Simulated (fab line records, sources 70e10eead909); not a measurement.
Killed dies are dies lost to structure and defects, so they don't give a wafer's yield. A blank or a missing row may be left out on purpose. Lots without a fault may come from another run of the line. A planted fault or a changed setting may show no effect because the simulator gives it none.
Which tool did it? | flow nand_harc | 14 lots, 42 wafers sampled, at 5 steps of a route of 1302

WHAT THE GAUGES READ, wafer by wafer
NHARC_A_ONON_D1_THK_MEAS_08: measures by ellipsometry.
lot  | measured     | on            | thk_nm (nm)
L807 | day 7 23:33  | film_metro-01 | 1021 1021 1020
L808 | day 7 23:36  | film_metro-02 | 998 996 997
L810 | day 9 00:19  | film_metro-01 | 996 997 995
L811 | day 9 09:37  | film_metro-02 | 1000 1001 1001
L812 | day 9 23:25  | film_metro-02 | 982 984 984
L814 | day 10 15:18 | film_metro-01 | 998 999 1000
L815 | day 11 13:23 | film_metro-01 | 993 993 993
L816 | day 11 18:17 | film_metro-01 | 986 987 986
L818 | day 12 05:11 | film_metro-01 | 998 998 998
L819 | day 12 16:12 | film_metro-02 | 971 969 969
L822 | day 13 18:05 | film_metro-02 | 994 994 993
L821 | day 13 18:08 | film_metro-02 | 986 987 987
L823 | day 14 10:37 | film_metro-01 | 989 987 988
L828 | day 16 17:32 | film_metro-01 | 1008 1009 1008

NHARC_A_CHANNEL_HOLE_D1_CD_MEAS_10: target cd 100 nm.
lot  | measured     | on        | cd_nm (nm)
L807 | day 8 19:19  | cd_sem-01 | 99.8 99.8 99.9
L808 | day 8 18:41  | cd_sem-03 | 100.7 100.6 99.6
L810 | day 9 15:10  | cd_sem-03 | 100.7 100.7 99.8
L811 | day 10 00:01 | cd_sem-03 | 99.9 99.8 100.3
L812 | day 10 14:38 | cd_sem-02 | 100.2 100.0 99.7
L814 | day 11 12:20 | cd_sem-01 | 100.7 100.1 100.3
L815 | day 12 06:32 | cd_sem-02 | 99.8 99.8 100.1
L816 | day 12 08:28 | cd_sem-01 | 100.1 100.6 100.9
L818 | day 12 20:31 | cd_sem-02 | 99.2 99.4 99.8
L819 | day 13 07:05 | cd_sem-01 | 100.6 100.1 100.1
L822 | day 14 08:23 | cd_sem-01 | 100.5 100.1 100.2
L821 | day 14 10:39 | cd_sem-01 | 100.9 100.3 100.0
L823 | day 15 01:14 | cd_sem-02 | 99.6 100.3 100.4
L828 | day 17 12:28 | cd_sem-01 | 100.4 100.0 99.2

NHARC_END_SORT_01.
lot  | measured     | on        | killed_at_array | killed_at_other | killed_at_periphery | killed_dies | killed_open | killed_short
L821 | day 30 10:26 | prober-01 | 676 673 674     | 0 0 0           | 1 4 3               | 677 677 677 | 0 4 1       | 1 2 3
L828 | day 35 09:43 | prober-01 | 671 672 673     | 1 0 0           | 5 5 4               | 677 677 677 | 4 0 7       | 4 0 1

WHICH TOOL RAN EACH LOT (tool, then ch and the chambers of the sampled wafers, then the start)
lot  | NHARC_A_ONON_D1_DEP_33          | NHARC_A_CHANNEL_HOLE_D1_DEP_00
L807 | pecvd-03 ch 1,2, day 8 12:28    | acl_dep-03 ch 0, day 8 16:57
L808 | pecvd-04 ch 0,1,2, day 8 12:23  | acl_dep-02 ch 0, day 8 16:40
L810 | pecvd-03 ch 0,1,2, day 9 11:37  | acl_dep-03 ch 0, day 9 12:40
L811 | pecvd-02 ch 0,1,2, day 9 20:56  | acl_dep-02 ch 0, day 9 21:29
L812 | pecvd-02 ch 0,2, day 10 10:42   | acl_dep-03 ch 0, day 10 12:18
L814 | pecvd-03 ch 0,1,2, day 11 06:35 | acl_dep-01 ch 0, day 11 09:40
L815 | pecvd-03 ch 1,2, day 12 03:15   | acl_dep-01 ch 0, day 12 04:01
L816 | pecvd-04 ch 0,1,2, day 12 03:18 | acl_dep-01 ch 0, day 12 06:14
L818 | pecvd-03 ch 0,2, day 12 16:30   | acl_dep-02 ch 0, day 12 18:30
L819 | pecvd-03 ch 0,2, day 13 03:28   | acl_dep-01 ch 0, day 13 04:46
L822 | pecvd-02 ch 0,2, day 14 05:22   | acl_dep-02 ch 0, day 14 05:52
L821 | pecvd-03 ch 0,1, day 14 05:28   | acl_dep-01 ch 0, day 14 06:00
L823 | pecvd-02 ch 0,2, day 14 21:57   | acl_dep-03 ch 0, day 14 22:53
L828 | pecvd-04 ch 0,1,2, day 17 04:38 | acl_dep-01 ch 0, day 17 06:44
- NHARC_A_ONON_D1_DEP_33: deposits SiO2, target thk 200 nm.
- NHARC_A_CHANNEL_HOLE_D1_DEP_00: deposits aC, target thk 3100 nm.

WHAT THE TOOLS THEMSELVES READ (means of the sampled wafers that have a number; where no wafer has one, the mark that the record gives instead)
NHARC_A_ONON_D1_DEP_33.
lot  | tool     | chamber_pressure_Torr (Torr) | heater_power_w (W) | throttle_valve_pct (%)
L807 | pecvd-03 | 6.496                        | 466                | 16.5
L808 | pecvd-04 | 6.504                        | 631                | 15.7
L810 | pecvd-03 | 6.498                        | 364                | 15.6
L811 | pecvd-02 | 6.493                        | 609                | 15.8
L812 | pecvd-02 | 6.508                        | 689                | 15.7
L814 | pecvd-03 | 6.498                        | 423                | 15.9
L815 | pecvd-03 | 6.512                        | 399                | 16.2
L816 | pecvd-04 | 6.489                        | 667                | 15.8
L818 | pecvd-03 | 6.502                        | 399                | 15.4
L819 | pecvd-03 | 6.499                        | 376                | 15.6
L822 | pecvd-02 | 6.501                        | 669                | 15.6
L821 | pecvd-03 | 6.508                        | 420                | 16.1
L823 | pecvd-02 | 6.506                        | 676                | 15.4
L828 | pecvd-04 | 6.506                        | 605                | 15.5

NHARC_A_CHANNEL_HOLE_D1_DEP_00.
lot  | tool       | throttle_valve_pct (%)
L807 | acl_dep-03 | 35.006
L808 | acl_dep-02 | 35.000
L810 | acl_dep-03 | 35.005
L811 | acl_dep-02 | 34.997
L812 | acl_dep-03 | 35.003
L814 | acl_dep-01 | 35.000
L815 | acl_dep-01 | 34.996
L816 | acl_dep-01 | 34.998
L818 | acl_dep-02 | 34.998
L819 | acl_dep-01 | 35.000
L822 | acl_dep-02 | 34.996
L821 | acl_dep-01 | 34.997
L823 | acl_dep-03 | 35.004
L828 | acl_dep-01 | 34.998

THE ANSWER, worked out from the rows above alone
Rule: what is usual is taken from the lots themselves. Put in order of their means at a reading, lots are off if they are a third of the lots or fewer, leave a main group of 4 or more, and stand apart from it by a gap of 3 or more times the standard deviation of the main group's means; of several such gaps the widest counts. A main group whose means are all the same, to the digits that the tables above print for the reading, isn't used. A lot without any number at a reading at which 4 lots or more have one is off too. The other lots that the step has rows for count as sound. The gauges are gone through in route order, then the tools' own readings, and for those a lot's mean is taken as printed above. The first step at which some lot is off is used, and at that step the reading that is off furthest; a lot without a number counts as furthest.
No lot is off at any reading shown: from this, nothing can be told.

WHAT THE SIMULATOR HAD PUT IN
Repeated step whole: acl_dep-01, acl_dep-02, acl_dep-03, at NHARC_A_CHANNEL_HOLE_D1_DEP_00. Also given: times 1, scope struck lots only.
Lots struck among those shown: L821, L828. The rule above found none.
